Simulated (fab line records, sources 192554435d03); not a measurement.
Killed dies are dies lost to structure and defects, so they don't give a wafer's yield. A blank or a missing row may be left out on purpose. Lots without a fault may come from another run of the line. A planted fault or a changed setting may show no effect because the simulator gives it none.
Split-lot experiment | flow n5_finfet | 7 lots, 21 wafers read, on a route of 1938 steps

THE SPLIT
At N5_BEOL_M2_ETCH_69 (etches SiARC in CF4, target depth 15.6 nm, time 26 s), the setting bias_w was moved away from the recipe's 36 W on 9 of the 21 wafers read, by -12.0% to +13.9%. The other wafers ran this setting at the recipe's value.

The reading is taken at the split's own step.

THE READING
rf_vpp_V, in V, at N5_BEOL_M2_ETCH_69 (etches SiARC in CF4, target depth 15.6 nm, time 26 s). Fault-free wafers of this fab line usually give 184.4 V, standard deviation 0.96 V.

wafer  | tool, chamber at the split | bias_w as run, W | against the recipe | rf_vpp_V, V | against lot-mates on the recipe
L086.3 | rie_diel-03, 3             | 40.82            | +13.4%             | 199.6       | +16.6
L086.4 | rie_diel-03, 0             | 40.82            | +13.4%             | 200.3       | +17.3
L086.6 | rie_diel-03, 1             | 36               | recipe             | 183.0       | -
L087.1 | rie_diel-01, 0             | 36               | recipe             | 184.5       | -
L087.3 | rie_diel-01, 3             | 33.19            | -7.8%              | 174.3       | -10.4
L087.6 | rie_diel-01, 1             | 36               | recipe             | 184.9       | -
L088.3 | rie_diel-03, 3             | 36               | recipe             | 182.7       | -
L088.4 | rie_diel-03, 2             | 31.68            | -12.0%             | 170.6       | -12.1
L088.5 | rie_diel-03, 1             | 31.68            | -12.0%             | 168.5       | -14.2
L090.1 | rie_diel-03, 2             | 36               | recipe             | 184.4       | -
L090.5 | rie_diel-03, 1             | 36               | recipe             | 183.6       | -
L090.6 | rie_diel-03, 0             | 36               | recipe             | 184.3       | -
L093.2 | rie_diel-06, 1             | 41.01            | +13.9%             | 203.0       | +18.5
L093.4 | rie_diel-06, 0             | 41.01            | +13.9%             | 199.9       | +15.4
L093.5 | rie_diel-06, 0             | 36               | recipe             | 184.5       | -
L096.1 | rie_diel-03, 2             | 36               | recipe             | 184.7       | -
L096.2 | rie_diel-03, 1             | 40.77            | +13.3%             | 198.9       | +14.2
L096.6 | rie_diel-03, 1             | 40.77            | +13.3%             | 197.8       | +13.1
L097.4 | rie_diel-01, 2             | 36               | recipe             | 183.7       | -
L097.5 | rie_diel-01, 3             | 36               | recipe             | 183.4       | -
L097.6 | rie_diel-01, 2             | 36               | recipe             | 184.7       | -

THE FIT
A straight line over all 21 wafers: rf_vpp_V changes by +1.19 V for each +1% of bias_w; r = +0.99; the points scatter about the line by 1 V.
The same after taking each lot's own level away (the mean of its wafers on the recipe; 21 wafers): +1.16 V for each +1%; r = +0.99; scatter 1.1 V.
On that fit, the largest move of bias_w shifts the reading by 16 V.
The lots' own levels span 182.70 to 184.70 V, that is 2.1 times the standard deviation above.
So the lot-to-lot level changes the slope little: the two slopes agree.
Check: with one of the wafers moved furthest among these (+13.9%) left out of the fit, the line predicts +15.8 V for it against its lot-mates. It came out at +18.5 V against them.
Tool readings at the split's step, against how far the setting was moved: rf_vpp_V r = +0.99.

OTHER SPLITS ON THESE WAFERS
These wafers also went through other splits before the reading. Each is held against what the fit with the lots' levels taken away leaves over:
other split on the same wafers    | wafers away from the commonest value | r with rf_vpp_V (lot level and that fit taken away)
N5_BEOL_M0_SAQP_EXPOSE_37 dose_mj | 8                                    | +0.08
N5_BEOL_M1_PECVD_72 time_s        | 5                                    | +0.14
N5_BEOL_M1_COAT_05 spin_rpm       | 5                                    | -0.21

THE FILE'S OWN FIT
rf_vpp_V changes by +1.17 V for each +1% of bias_w, r = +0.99.
